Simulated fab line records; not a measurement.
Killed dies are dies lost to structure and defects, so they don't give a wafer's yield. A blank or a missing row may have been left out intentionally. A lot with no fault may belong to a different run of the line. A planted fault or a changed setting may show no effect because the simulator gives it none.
Chamber matching :: flow nand harc :: NHARC_P_M0_DEP_32 on pecvd-02: 3 sister chambers
The step deposits SiCN, target thk 30 nm. 3 wafers are shown with their chamber, then 12 later ones without.

== EACH WAFER AND ITS CHAMBER ==
wafer: L085.3
chamber: 1
heater power w (W): 612

wafer: L088.4
chamber: 2
heater power w (W): 655

wafer: L088.6
chamber: 0
heater power w (W): 623

== WAFERS WITHOUT THEIR CHAMBER ==
wafer: L089.1
heater power w (W): 666

wafer: L089.5
heater power w (W): 593

wafer: L089.6
heater power w (W): 647

wafer: L092.1
heater power w (W): 561

wafer: L092.3
heater power w (W): 597

wafer: L092.4
heater power w (W): 578

wafer: L094.1
heater power w (W): 605

wafer: L094.2
heater power w (W): 524

wafer: L094.5
heater power w (W): 737

wafer: L095.2
heater power w (W): 682

wafer: L095.4
heater power w (W): 593

wafer: L095.6
heater power w (W): 711

== CHAMBER TAKEN BY EACH ==
wafer: L089.1
from the rows above: can't be placed: 2 or 0 or 1
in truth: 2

wafer: L089.5
from the rows above: can't be placed: 1 or 0 or 2
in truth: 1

wafer: L089.6
from the rows above: can't be placed: 2 or 0 or 1
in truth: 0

wafer: L092.1
from the rows above: can't be placed: 1 or 0 or 2
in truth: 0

wafer: L092.3
from the rows above: can't be placed: 1 or 0 or 2
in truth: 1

wafer: L092.4
from the rows above: can't be placed: 1 or 0 or 2
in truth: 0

wafer: L094.1
from the rows above: can't be placed: 1 or 0 or 2
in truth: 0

wafer: L094.2
from the rows above: can't be placed: 1 or 0 or 2
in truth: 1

wafer: L094.5
from the rows above: can't be placed: 2 or 0 or 1
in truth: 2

wafer: L095.2
from the rows above: can't be placed: 2 or 0 or 1
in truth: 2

wafer: L095.4
from the rows above: can't be placed: 1 or 0 or 2
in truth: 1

wafer: L095.6
from the rows above: can't be placed: 2 or 0 or 1
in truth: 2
0 of 12 placed correctly. From these rows, 12 cannot be placed; in 12 the true chamber is one of the candidates. Wrongly placed: 0.
How it was worked out, from the rows above alone: a wafer's distance from a chamber is the root of the sum, over the readings, of the square of ((its reading less the chamber's mean) divided by the reading's scatter). If the next closest chamber is less than 2 further off than the closest, the wafer can't be placed; otherwise it belongs to the closest. The mean given for a chamber averages the wafers shown for that chamber. The scatter: with one shown wafer a chamber, the root of the mean of the squares of how far each hidden wafer lies from its nearest shown one.
